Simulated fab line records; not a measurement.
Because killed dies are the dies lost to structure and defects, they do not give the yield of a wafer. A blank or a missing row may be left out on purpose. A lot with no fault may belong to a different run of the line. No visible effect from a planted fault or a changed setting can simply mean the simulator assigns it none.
fab line records || flow nand-harc
record {"lots": 13, "wafers": 39, "last-day": 34}
route steps=1302 shown P_START@1 P_ZERO_WELL@26 P_STI@85
lots with no fault: from the same line, run without faults
start-h: the number of hours between the record's first day and the start of the first shown wafer of the lot || wait-h: hours since the lot's step before || " same as the row above || L1.1+2: a row that stands for several wafers || - no value, or no start given || * or withheld: withheld || < > ~ a bound
route shown NAME@n: names a module that has steps shown in the file, with the first one's number in the route || usual: mean/standard deviation taken from wafers without a fault || same: alike in all rows || chamber/n: place in a boat || sites: readings site by site || _std_site: the standard deviation of these || _edge_site: the outer-site mean with the inner-site mean subtracted || radius-mm: how far each site lies from the wafer's centre || mask NAME#n: copy n || behind: the most recent tool/chamber to have shaped the wafer || hold: why the lot was held/for how many hours/how that ended || device: whichever transistor did not switch (one of n, p or np) || end of line: the route-end tests of the same wafers || a step with no rows: only its recipe || killed: dies lost to structure and defects at the first sort, not the wafer's yield || map: a wafer's dies, marking killed ones x, the rest . and places with no die _
set.NAME: the setting that was run; set.NAME@STEP: the one run at that earlier step || model.NAME: the simulator's own value behind a step, which no gauge read
the route's steps for a sample of lots (tables are steps, rows are wafers)
services: from which hour (start-h, from the record's first day; less than 0 if before it) a tool's chamber was out of use, for how many hours, and why
## steps
# step NHARC_P_START_INSPECT_01
# usual {"raw-defect-count": "3.7/1.9"}
{"lot.wafer": "L409.1", "tool": "defect-inspect-01", "chamber": "-", "start-h": 30.04, "wait-h": "-", "raw-defect-count": 8}
{"lot.wafer": "L409.4", "tool": "defect-inspect-01", "chamber": "-", "start-h": 30.04, "wait-h": "-", "raw-defect-count": 3}
{"lot.wafer": "L409.6", "tool": "defect-inspect-01", "chamber": "-", "start-h": 30.04, "wait-h": "-", "raw-defect-count": 3}
{"lot.wafer": "L410.1", "tool": "defect-inspect-01", "chamber": "-", "start-h": 40.04, "wait-h": "-", "raw-defect-count": 6}
{"lot.wafer": "L410.5", "tool": "defect-inspect-01", "chamber": "-", "start-h": 40.04, "wait-h": "-", "raw-defect-count": 2}
{"lot.wafer": "L410.6", "tool": "defect-inspect-01", "chamber": "-", "start-h": 40.04, "wait-h": "-", "raw-defect-count": 5}
{"lot.wafer": "L411.1", "tool": "defect-inspect-01", "chamber": "-", "start-h": 50.04, "wait-h": "-", "raw-defect-count": 5}
{"lot.wafer": "L411.5", "tool": "defect-inspect-01", "chamber": "-", "start-h": 50.04, "wait-h": "-", "raw-defect-count": 2}
{"lot.wafer": "L411.6", "tool": "defect-inspect-01", "chamber": "-", "start-h": 50.04, "wait-h": "-", "raw-defect-count": 2}
{"lot.wafer": "L412.2", "tool": "defect-inspect-02", "chamber": "-", "start-h": 60.04, "wait-h": "-", "raw-defect-count": 4}
{"lot.wafer": "L412.5", "tool": "defect-inspect-02", "chamber": "-", "start-h": 60.04, "wait-h": "-", "raw-defect-count": 5}
{"lot.wafer": "L412.6", "tool": "defect-inspect-02", "chamber": "-", "start-h": 60.04, "wait-h": "-", "raw-defect-count": 3}
{"lot.wafer": "L414.1", "tool": "defect-inspect-01", "chamber": "-", "start-h": 80.04, "wait-h": "-", "raw-defect-count": 7}
{"lot.wafer": "L414.2", "tool": "defect-inspect-01", "chamber": "-", "start-h": 80.04, "wait-h": "-", "raw-defect-count": 2}
{"lot.wafer": "L414.6", "tool": "defect-inspect-01", "chamber": "-", "start-h": 80.04, "wait-h": "-", "raw-defect-count": 3}
{"lot.wafer": "L415.1", "tool": "defect-inspect-01", "chamber": "-", "start-h": 90.03, "wait-h": "-", "raw-defect-count": 3}
{"lot.wafer": "L415.3", "tool": "defect-inspect-01", "chamber": "-", "start-h": 90.03, "wait-h": "-", "raw-defect-count": 3}
{"lot.wafer": "L415.5", "tool": "defect-inspect-01", "chamber": "-", "start-h": 90.03, "wait-h": "-", "raw-defect-count": 2}
{"lot.wafer": "L416.2", "tool": "defect-inspect-02", "chamber": "-", "start-h": 100.04, "wait-h": "-", "raw-defect-count": 6}
{"lot.wafer": "L416.3", "tool": "defect-inspect-02", "chamber": "-", "start-h": 100.04, "wait-h": "-", "raw-defect-count": 3}
{"lot.wafer": "L416.6", "tool": "defect-inspect-02", "chamber": "-", "start-h": 100.04, "wait-h": "-", "raw-defect-count": 4}
{"lot.wafer": "L418.1", "tool": "defect-inspect-02", "chamber": "-", "start-h": 120.03, "wait-h": "-", "raw-defect-count": 6}
{"lot.wafer": "L418.2", "tool": "defect-inspect-02", "chamber": "-", "start-h": 120.03, "wait-h": "-", "raw-defect-count": 6}
{"lot.wafer": "L418.6", "tool": "defect-inspect-02", "chamber": "-", "start-h": 120.03, "wait-h": "-", "raw-defect-count": 4}
{"lot.wafer": "L420.1", "tool": "defect-inspect-02", "chamber": "-", "start-h": 140.04, "wait-h": "-", "raw-defect-count": 4}
{"lot.wafer": "L420.2", "tool": "defect-inspect-02", "chamber": "-", "start-h": 140.04, "wait-h": "-", "raw-defect-count": 4}
{"lot.wafer": "L420.5", "tool": "defect-inspect-02", "chamber": "-", "start-h": 140.04, "wait-h": "-", "raw-defect-count": 7}
{"lot.wafer": "L422.1", "tool": "defect-inspect-01", "chamber": "-", "start-h": 160.04, "wait-h": "-", "raw-defect-count": 6}
{"lot.wafer": "L422.5", "tool": "defect-inspect-01", "chamber": "-", "start-h": 160.04, "wait-h": "-", "raw-defect-count": 4}
{"lot.wafer": "L422.6", "tool": "defect-inspect-01", "chamber": "-", "start-h": 160.04, "wait-h": "-", "raw-defect-count": 1}
{"lot.wafer": "L429.1", "tool": "defect-inspect-02", "chamber": "-", "start-h": 230.03, "wait-h": "-", "raw-defect-count": 2}
{"lot.wafer": "L429.4", "tool": "defect-inspect-02", "chamber": "-", "start-h": 230.03, "wait-h": "-", "raw-defect-count": 5}
{"lot.wafer": "L429.5", "tool": "defect-inspect-02", "chamber": "-", "start-h": 230.03, "wait-h": "-", "raw-defect-count": 3}
{"lot.wafer": "L430.2", "tool": "defect-inspect-02", "chamber": "-", "start-h": 240.05, "wait-h": "-", "raw-defect-count": 3}
{"lot.wafer": "L430.3", "tool": "defect-inspect-02", "chamber": "-", "start-h": 240.05, "wait-h": "-", "raw-defect-count": 1}
{"lot.wafer": "L430.6", "tool": "defect-inspect-02", "chamber": "-", "start-h": 240.05, "wait-h": "-", "raw-defect-count": 6}
{"lot.wafer": "L431.3", "tool": "defect-inspect-01", "chamber": "-", "start-h": 250.05, "wait-h": "-", "raw-defect-count": 3}
{"lot.wafer": "L431.5", "tool": "defect-inspect-01", "chamber": "-", "start-h": 250.05, "wait-h": "-", "raw-defect-count": 4}
{"lot.wafer": "L431.6", "tool": "defect-inspect-01", "chamber": "-", "start-h": 250.05, "wait-h": "-", "raw-defect-count": 6}
# step NHARC_P_ZERO_WELL_EXPOSE_21
# recipe {"na": 0.6, "target-cd-nm": 720, "dose-mj": 22.31, "mask-id": "P_NWELL"}
# same {"na": 0.6}
{"lot.wafer": "L409.1+4+6", "tool": "krf-scanner-04", "chamber": 0, "start-h": 32.44, "wait-h": "-", "mask": "P_NWELL#0"}
{"lot.wafer": "L410.1+5+6", "tool": "krf-scanner-03", "chamber": 0, "start-h": 42.49, "wait-h": "-", "mask": "P_NWELL#0"}
{"lot.wafer": "L411.1+5+6", "tool": "krf-scanner-02", "chamber": 0, "start-h": 52.53, "wait-h": "-", "mask": "P_NWELL#0"}
{"lot.wafer": "L412.2+5+6", "tool": "krf-scanner-04", "chamber": 0, "start-h": 62.59, "wait-h": "-", "mask": "P_NWELL#0"}
{"lot.wafer": "L414.1+2+6", "tool": "krf-scanner-03", "chamber": 0, "start-h": 82.66, "wait-h": "-", "mask": "P_NWELL#0"}
{"lot.wafer": "L415.1+3+5", "tool": "krf-scanner-02", "chamber": 0, "start-h": 92.77, "wait-h": "-", "mask": "P_NWELL#0"}
{"lot.wafer": "L416.2+3+6", "tool": "krf-scanner-03", "chamber": 0, "start-h": 102.37, "wait-h": "-", "mask": "P_NWELL#0"}
{"lot.wafer": "L418.1+2+6", "tool": "krf-scanner-04", "chamber": 0, "start-h": 124.41, "wait-h": "-", "mask": "P_NWELL#0"}
{"lot.wafer": "L420.1+2+5", "tool": "krf-scanner-03", "chamber": 0, "start-h": 142.31, "wait-h": "-", "mask": "P_PWELL#0"}
{"lot.wafer": "L422.1+5+6", "tool": "krf-scanner-04", "chamber": 0, "start-h": 162.38, "wait-h": "-", "mask": "P_NWELL#0"}
{"lot.wafer": "L429.1+4+5", "tool": "krf-scanner-03", "chamber": 0, "start-h": 232.36, "wait-h": "-", "mask": "P_NWELL#0"}
{"lot.wafer": "L430.2+3+6", "tool": "krf-scanner-04", "chamber": 0, "start-h": 242.32, "wait-h": "-", "mask": "P_NWELL#0"}
{"lot.wafer": "L431.3+5+6", "tool": "krf-scanner-03", "chamber": 0, "start-h": 252.44, "wait-h": "-", "mask": "P_NWELL#0"}
# step NHARC_P_ZERO_WELL_CD_MEAS_24
# recipe {"target-cd-nm": 720, "landing-energy-ev": 500}
# usual {"cd-nm": "719.2/1.5"}
{"lot.wafer": "L409.1", "tool": "cd-sem-03", "chamber": 0, "start-h": 32.60, "wait-h": "-", "cd-nm": 714.5}
{"lot.wafer": "L409.4", "tool": "cd-sem-03", "chamber": 0, "start-h": 32.60, "wait-h": "-", "cd-nm": 718.0}
{"lot.wafer": "L409.6", "tool": "cd-sem-03", "chamber": 0, "start-h": 32.60, "wait-h": "-", "cd-nm": 718.4}
{"lot.wafer": "L410.1", "tool": "cd-sem-03", "chamber": 0, "start-h": 42.65, "wait-h": "-", "cd-nm": 719.5}
{"lot.wafer": "L410.5", "tool": "cd-sem-03", "chamber": 0, "start-h": 42.65, "wait-h": "-", "cd-nm": 719.4}
{"lot.wafer": "L410.6", "tool": "cd-sem-03", "chamber": 0, "start-h": 42.65, "wait-h": "-", "cd-nm": 718.8}
{"lot.wafer": "L411.1", "tool": "cd-sem-02", "chamber": 0, "start-h": 52.70, "wait-h": "-", "cd-nm": 719.0}
{"lot.wafer": "L411.5", "tool": "cd-sem-02", "chamber": 0, "start-h": 52.70, "wait-h": "-", "cd-nm": 719.0}
{"lot.wafer": "L411.6", "tool": "cd-sem-02", "chamber": 0, "start-h": 52.70, "wait-h": "-", "cd-nm": 719.7}
{"lot.wafer": "L412.2", "tool": "cd-sem-01", "chamber": 0, "start-h": 62.74, "wait-h": "-", "cd-nm": 719.7}
{"lot.wafer": "L412.5", "tool": "cd-sem-01", "chamber": 0, "start-h": 62.74, "wait-h": "-", "cd-nm": 720.0}
{"lot.wafer": "L412.6", "tool": "cd-sem-01", "chamber": 0, "start-h": 62.74, "wait-h": "-", "cd-nm": 719.8}
{"lot.wafer": "L414.1", "tool": "cd-sem-03", "chamber": 0, "start-h": 82.81, "wait-h": "-", "cd-nm": 714.6}
{"lot.wafer": "L414.2", "tool": "cd-sem-03", "chamber": 0, "start-h": 82.81, "wait-h": "-", "cd-nm": 719.3}
{"lot.wafer": "L414.6", "tool": "cd-sem-03", "chamber": 0, "start-h": 82.81, "wait-h": "-", "cd-nm": 717.0}
{"lot.wafer": "L415.1", "tool": "cd-sem-01", "chamber": 0, "start-h": 92.92, "wait-h": "-", "cd-nm": 717.5}
{"lot.wafer": "L415.3", "tool": "cd-sem-01", "chamber": 0, "start-h": 92.92, "wait-h": "-", "cd-nm": 718.8}
{"lot.wafer": "L415.5", "tool": "cd-sem-01", "chamber": 0, "start-h": 92.92, "wait-h": "-", "cd-nm": 720.0}
{"lot.wafer": "L416.2", "tool": "cd-sem-01", "chamber": 0, "start-h": 102.52, "wait-h": "-", "cd-nm": 719.4}
{"lot.wafer": "L416.3", "tool": "cd-sem-01", "chamber": 0, "start-h": 102.52, "wait-h": "-", "cd-nm": 719.4}
{"lot.wafer": "L416.6", "tool": "cd-sem-01", "chamber": 0, "start-h": 102.52, "wait-h": "-", "cd-nm": 718.8}
{"lot.wafer": "L418.1", "tool": "cd-sem-02", "chamber": 0, "start-h": 124.57, "wait-h": "-", "cd-nm": 720.2}
{"lot.wafer": "L418.2", "tool": "cd-sem-02", "chamber": 0, "start-h": 124.57, "wait-h": "-", "cd-nm": 721.6}
{"lot.wafer": "L418.6", "tool": "cd-sem-02", "chamber": 0, "start-h": 124.57, "wait-h": "-", "cd-nm": 720.6}
{"lot.wafer": "L420.1", "tool": "cd-sem-03", "chamber": 0, "start-h": 142.46, "wait-h": "-", "cd-nm": "-"}
{"lot.wafer": "L420.2", "tool": "cd-sem-03", "chamber": 0, "start-h": 142.46, "wait-h": "-", "cd-nm": "-"}
{"lot.wafer": "L420.5", "tool": "cd-sem-03", "chamber": 0, "start-h": 142.46, "wait-h": "-", "cd-nm": "-"}
{"lot.wafer": "L422.1", "tool": "cd-sem-02", "chamber": 0, "start-h": 162.54, "wait-h": "-", "cd-nm": 721.1}
{"lot.wafer": "L422.5", "tool": "cd-sem-02", "chamber": 0, "start-h": 162.54, "wait-h": "-", "cd-nm": 720.4}
{"lot.wafer": "L422.6", "tool": "cd-sem-02", "chamber": 0, "start-h": 162.54, "wait-h": "-", "cd-nm": 721.7}
{"lot.wafer": "L429.1", "tool": "cd-sem-03", "chamber": 0, "start-h": 232.52, "wait-h": "-", "cd-nm": 719.3}
{"lot.wafer": "L429.4", "tool": "cd-sem-03", "chamber": 0, "start-h": 232.52, "wait-h": "-", "cd-nm": 719.2}
{"lot.wafer": "L429.5", "tool": "cd-sem-03", "chamber": 0, "start-h": 232.52, "wait-h": "-", "cd-nm": 716.9}
{"lot.wafer": "L430.2", "tool": "cd-sem-03", "chamber": 0, "start-h": 242.47, "wait-h": "-", "cd-nm": 719.9}
{"lot.wafer": "L430.3", "tool": "cd-sem-03", "chamber": 0, "start-h": 242.47, "wait-h": "-", "cd-nm": 719.1}
{"lot.wafer": "L430.6", "tool": "cd-sem-03", "chamber": 0, "start-h": 242.47, "wait-h": "-", "cd-nm": 717.3}
{"lot.wafer": "L431.3", "tool": "cd-sem-01", "chamber": 0, "start-h": 252.59, "wait-h": "-", "cd-nm": 722.4}
{"lot.wafer": "L431.5", "tool": "cd-sem-01", "chamber": 0, "start-h": 252.59, "wait-h": "-", "cd-nm": 721.0}
{"lot.wafer": "L431.6", "tool": "cd-sem-01", "chamber": 0, "start-h": 252.59, "wait-h": "-", "cd-nm": 720.4}
# step NHARC_P_STI_INSPECT_11
# usual {"raw-defect-count": "5.9/2.8"}
{"lot.wafer": "L409.1", "tool": "defect-inspect-01", "chamber": "-", "start-h": 55.48, "wait-h": 0.0, "raw-defect-count": 2}
{"lot.wafer": "L409.4", "tool": "defect-inspect-01", "chamber": "-", "start-h": 55.48, "wait-h": 0.0, "raw-defect-count": 6}
{"lot.wafer": "L409.6", "tool": "defect-inspect-01", "chamber": "-", "start-h": 55.48, "wait-h": 0.0, "raw-defect-count": 7}
{"lot.wafer": "L410.1", "tool": "defect-inspect-02", "chamber": "-", "start-h": 64.63, "wait-h": 0.0, "raw-defect-count": 7}
{"lot.wafer": "L410.5", "tool": "defect-inspect-02", "chamber": "-", "start-h": 64.63, "wait-h": 0.0, "raw-defect-count": 4}
{"lot.wafer": "L410.6", "tool": "defect-inspect-02", "chamber": "-", "start-h": 64.63, "wait-h": 0.0, "raw-defect-count": 3}
{"lot.wafer": "L411.1", "tool": "defect-inspect-02", "chamber": "-", "start-h": 75.51, "wait-h": 0.0, "raw-defect-count": 4}
{"lot.wafer": "L411.5", "tool": "defect-inspect-02", "chamber": "-", "start-h": 75.51, "wait-h": 0.0, "raw-defect-count": 7}
{"lot.wafer": "L411.6", "tool": "defect-inspect-02", "chamber": "-", "start-h": 75.51, "wait-h": 0.0, "raw-defect-count": 4}
{"lot.wafer": "L412.2", "tool": "defect-inspect-01", "chamber": "-", "start-h": 85.17, "wait-h": 0.0, "raw-defect-count": 8}
{"lot.wafer": "L412.5", "tool": "defect-inspect-01", "chamber": "-", "start-h": 85.17, "wait-h": 0.0, "raw-defect-count": 4}
{"lot.wafer": "L412.6", "tool": "defect-inspect-01", "chamber": "-", "start-h": 85.17, "wait-h": 0.0, "raw-defect-count": 4}
{"lot.wafer": "L414.1", "tool": "defect-inspect-02", "chamber": "-", "start-h": 103.68, "wait-h": 0.0, "raw-defect-count": 12}
{"lot.wafer": "L414.2", "tool": "defect-inspect-02", "chamber": "-", "start-h": 103.68, "wait-h": 0.0, "raw-defect-count": 1}
{"lot.wafer": "L414.6", "tool": "defect-inspect-02", "chamber": "-", "start-h": 103.68, "wait-h": 0.0, "raw-defect-count": 2}
{"lot.wafer": "L415.1", "tool": "defect-inspect-01", "chamber": "-", "start-h": 116.94, "wait-h": 0.0, "raw-defect-count": 2}
{"lot.wafer": "L415.3", "tool": "defect-inspect-01", "chamber": "-", "start-h": 116.94, "wait-h": 0.0, "raw-defect-count": 5}
{"lot.wafer": "L415.5", "tool": "defect-inspect-01", "chamber": "-", "start-h": 116.94, "wait-h": 0.0, "raw-defect-count": 9}
{"lot.wafer": "L416.2", "tool": "defect-inspect-01", "chamber": "-", "start-h": 124.15, "wait-h": 0.0, "raw-defect-count": 8}
{"lot.wafer": "L416.3", "tool": "defect-inspect-01", "chamber": "-", "start-h": 124.15, "wait-h": 0.0, "raw-defect-count": 10}
{"lot.wafer": "L416.6", "tool": "defect-inspect-01", "chamber": "-", "start-h": 124.15, "wait-h": 0.0, "raw-defect-count": 5}
{"lot.wafer": "L418.1", "tool": "defect-inspect-01", "chamber": "-", "start-h": 145.93, "wait-h": 0.0, "raw-defect-count": 6}
{"lot.wafer": "L418.2", "tool": "defect-inspect-01", "chamber": "-", "start-h": 145.93, "wait-h": 0.0, "raw-defect-count": 6}
{"lot.wafer": "L418.6", "tool": "defect-inspect-01", "chamber": "-", "start-h": 145.93, "wait-h": 0.0, "raw-defect-count": 8}
{"lot.wafer": "L422.1", "tool": "defect-inspect-02", "chamber": "-", "start-h": 182.18, "wait-h": 0.0, "raw-defect-count": 5}
{"lot.wafer": "L422.5", "tool": "defect-inspect-02", "chamber": "-", "start-h": 182.18, "wait-h": 0.0, "raw-defect-count": 5}
{"lot.wafer": "L422.6", "tool": "defect-inspect-02", "chamber": "-", "start-h": 182.18, "wait-h": 0.0, "raw-defect-count": 5}
{"lot.wafer": "L429.1", "tool": "defect-inspect-02", "chamber": "-", "start-h": 254.13, "wait-h": 0.0, "raw-defect-count": 7}
{"lot.wafer": "L429.4", "tool": "defect-inspect-02", "chamber": "-", "start-h": 254.13, "wait-h": 0.0, "raw-defect-count": 4}
{"lot.wafer": "L429.5", "tool": "defect-inspect-02", "chamber": "-", "start-h": 254.13, "wait-h": 0.0, "raw-defect-count": 8}
{"lot.wafer": "L430.2", "tool": "defect-inspect-01", "chamber": "-", "start-h": 262.65, "wait-h": 0.0, "raw-defect-count": 13}
{"lot.wafer": "L430.3", "tool": "defect-inspect-01", "chamber": "-", "start-h": 262.65, "wait-h": 0.0, "raw-defect-count": 6}
{"lot.wafer": "L430.6", "tool": "defect-inspect-01", "chamber": "-", "start-h": 262.65, "wait-h": 0.0, "raw-defect-count": 11}
{"lot.wafer": "L431.3", "tool": "defect-inspect-02", "chamber": "-", "start-h": 275.12, "wait-h": 0.0, "raw-defect-count": 5}
{"lot.wafer": "L431.5", "tool": "defect-inspect-02", "chamber": "-", "start-h": 275.12, "wait-h": 0.0, "raw-defect-count": 5}
{"lot.wafer": "L431.6", "tool": "defect-inspect-02", "chamber": "-", "start-h": 275.12, "wait-h": 0.0, "raw-defect-count": 7}
# step NHARC_P_STI_CD_MEAS_16
# usual {"cd-nm": "199.8/2.4"}
{"lot.wafer": "L409.1", "tool": "cd-sem-01", "chamber": "-", "start-h": 56.05, "wait-h": "-", "cd-nm": 200.9}
{"lot.wafer": "L409.4", "tool": "cd-sem-01", "chamber": "-", "start-h": 56.05, "wait-h": "-", "cd-nm": 202.5}
{"lot.wafer": "L409.6", "tool": "cd-sem-01", "chamber": "-", "start-h": 56.05, "wait-h": "-", "cd-nm": 200.5}
{"lot.wafer": "L410.1", "tool": "cd-sem-03", "chamber": "-", "start-h": 65.20, "wait-h": "-", "cd-nm": 202.9}
{"lot.wafer": "L410.5", "tool": "cd-sem-03", "chamber": "-", "start-h": 65.20, "wait-h": "-", "cd-nm": 199.9}
{"lot.wafer": "L410.6", "tool": "cd-sem-03", "chamber": "-", "start-h": 65.20, "wait-h": "-", "cd-nm": 205.0}
{"lot.wafer": "L411.1", "tool": "cd-sem-01", "chamber": "-", "start-h": 76.09, "wait-h": "-", "cd-nm": 201.8}
{"lot.wafer": "L411.5", "tool": "cd-sem-01", "chamber": "-", "start-h": 76.09, "wait-h": "-", "cd-nm": 200.1}
{"lot.wafer": "L411.6", "tool": "cd-sem-01", "chamber": "-", "start-h": 76.09, "wait-h": "-", "cd-nm": 201.4}
{"lot.wafer": "L412.2", "tool": "cd-sem-02", "chamber": "-", "start-h": 85.75, "wait-h": "-", "cd-nm": 197.8}
{"lot.wafer": "L412.5", "tool": "cd-sem-02", "chamber": "-", "start-h": 85.75, "wait-h": "-", "cd-nm": 198.4}
{"lot.wafer": "L412.6", "tool": "cd-sem-02", "chamber": "-", "start-h": 85.75, "wait-h": "-", "cd-nm": 196.1}
{"lot.wafer": "L414.1", "tool": "cd-sem-01", "chamber": "-", "start-h": 104.26, "wait-h": "-", "cd-nm": 198.8}
{"lot.wafer": "L414.2", "tool": "cd-sem-01", "chamber": "-", "start-h": 104.26, "wait-h": "-", "cd-nm": 201.5}
{"lot.wafer": "L414.6", "tool": "cd-sem-01", "chamber": "-", "start-h": 104.26, "wait-h": "-", "cd-nm": 201.1}
{"lot.wafer": "L415.1", "tool": "cd-sem-03", "chamber": "-", "start-h": 117.52, "wait-h": "-", "cd-nm": 204.4}
{"lot.wafer": "L415.3", "tool": "cd-sem-03", "chamber": "-", "start-h": 117.52, "wait-h": "-", "cd-nm": 200.2}
{"lot.wafer": "L415.5", "tool": "cd-sem-03", "chamber": "-", "start-h": 117.52, "wait-h": "-", "cd-nm": 203.4}
{"lot.wafer": "L416.2", "tool": "cd-sem-02", "chamber": "-", "start-h": 124.72, "wait-h": "-", "cd-nm": 198.7}
{"lot.wafer": "L416.3", "tool": "cd-sem-02", "chamber": "-", "start-h": 124.72, "wait-h": "-", "cd-nm": 195.8}
{"lot.wafer": "L416.6", "tool": "cd-sem-02", "chamber": "-", "start-h": 124.72, "wait-h": "-", "cd-nm": 199.0}
{"lot.wafer": "L418.1", "tool": "cd-sem-02", "chamber": "-", "start-h": 146.50, "wait-h": "-", "cd-nm": 198.2}
{"lot.wafer": "L418.2", "tool": "cd-sem-02", "chamber": "-", "start-h": 146.50, "wait-h": "-", "cd-nm": 201.3}
{"lot.wafer": "L418.6", "tool": "cd-sem-02", "chamber": "-", "start-h": 146.50, "wait-h": "-", "cd-nm": 198.2}
{"lot.wafer": "L422.1", "tool": "cd-sem-02", "chamber": "-", "start-h": 182.75, "wait-h": "-", "cd-nm": 198.3}
{"lot.wafer": "L422.5", "tool": "cd-sem-02", "chamber": "-", "start-h": 182.75, "wait-h": "-", "cd-nm": 200.5}
{"lot.wafer": "L422.6", "tool": "cd-sem-02", "chamber": "-", "start-h": 182.75, "wait-h": "-", "cd-nm": 203.5}
{"lot.wafer": "L429.1", "tool": "cd-sem-03", "chamber": "-", "start-h": 254.70, "wait-h": "-", "cd-nm": 203.3}
{"lot.wafer": "L429.4", "tool": "cd-sem-03", "chamber": "-", "start-h": 254.70, "wait-h": "-", "cd-nm": 201.0}
{"lot.wafer": "L429.5", "tool": "cd-sem-03", "chamber": "-", "start-h": 254.70, "wait-h": "-", "cd-nm": 203.7}
{"lot.wafer": "L430.2", "tool": "cd-sem-02", "chamber": "-", "start-h": 263.22, "wait-h": "-", "cd-nm": 200.9}
{"lot.wafer": "L430.3", "tool": "cd-sem-02", "chamber": "-", "start-h": 263.22, "wait-h": "-", "cd-nm": 197.0}
{"lot.wafer": "L430.6", "tool": "cd-sem-02", "chamber": "-", "start-h": 263.22, "wait-h": "-", "cd-nm": 198.3}
{"lot.wafer": "L431.3", "tool": "cd-sem-02", "chamber": "-", "start-h": 275.71, "wait-h": "-", "cd-nm": 201.4}
{"lot.wafer": "L431.5", "tool": "cd-sem-02", "chamber": "-", "start-h": 275.71, "wait-h": "-", "cd-nm": 196.2}
{"lot.wafer": "L431.6", "tool": "cd-sem-02", "chamber": "-", "start-h": 275.71, "wait-h": "-", "cd-nm": 197.6}
## services
{"tool": "krf-scanner-04", "chamber": "-", "start-h": 10.00, "hours": 4.0, "kind": "pm"}
{"tool": "krf-scanner-04", "chamber": "-", "start-h": 44.76, "hours": 16.0, "kind": "repair"}
{"tool": "krf-scanner-03", "chamber": "-", "start-h": 52.00, "hours": 4.0, "kind": "pm"}
{"tool": "krf-scanner-02", "chamber": "-", "start-h": 86.18, "hours": 2.2, "kind": "repair"}
{"tool": "krf-scanner-02", "chamber": "-", "start-h": 97.21, "hours": 4.0, "kind": "pm"}
{"tool": "krf-scanner-03", "chamber": "-", "start-h": 102.53, "hours": 1.0, "kind": "repair"}
{"tool": "krf-scanner-02", "chamber": "-", "start-h": 114.82, "hours": 3.7, "kind": "repair"}
{"tool": "krf-scanner-04", "chamber": "-", "start-h": 142.58, "hours": 0.4, "kind": "repair"}
{"tool": "krf-scanner-04", "chamber": "-", "start-h": 182.00, "hours": 4.0, "kind": "pm"}
{"tool": "krf-scanner-03", "chamber": "-", "start-h": 224.00, "hours": 4.0, "kind": "pm"}
{"tool": "krf-scanner-04", "chamber": "-", "start-h": 238.85, "hours": 0.9, "kind": "repair"}
## key
first-sign {"step": "NHARC_P_ZERO_WELL_EXPOSE_21", "reading": "mask", "direction": "changed"}
effect {"step": "NHARC_P_ZERO_WELL_CD_MEAS_24", "reading": "cd-nm", "direction": "missing"}
met-at NHARC_P_ZERO_WELL_EXPOSE_21
struck-lots L420
later-rows-left-out L420.1,L420.2,L420.5
sort-left-out L420.1,L420.2,L420.5
tester-left-out L420
not-acting-at NHARC_P_START_INSPECT_01,NHARC_P_STI_INSPECT_11,NHARC_P_STI_CD_MEAS_16
onset-between 102.37 142.31
fault {"kind": "wrong-mask", "tool": "any", "chamber": "-", "onset-h": 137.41, "steps": "NHARC_P_ZERO_WELL_EXPOSE_21", "aux-copy": "P_PWELL#0", "scope": "struck-lots-only"}
# tester-left-out: of these lots the tester's yield and bins aren't shown, on N5 and GAA mostly nor the transistor test; their killed dies are dies lost to structure and defects alone, not to doping, threshold or leakage, so they don't give the yield
# sort-left-out: the simulated sort isn't trusted on such a fault, so these wafers' sort isn't shown, and their yield isn't known
# later-rows-left-out: the simulator's readings of these wafers behind a module that went badly wrong aren't trusted and aren't shown, but for the sort
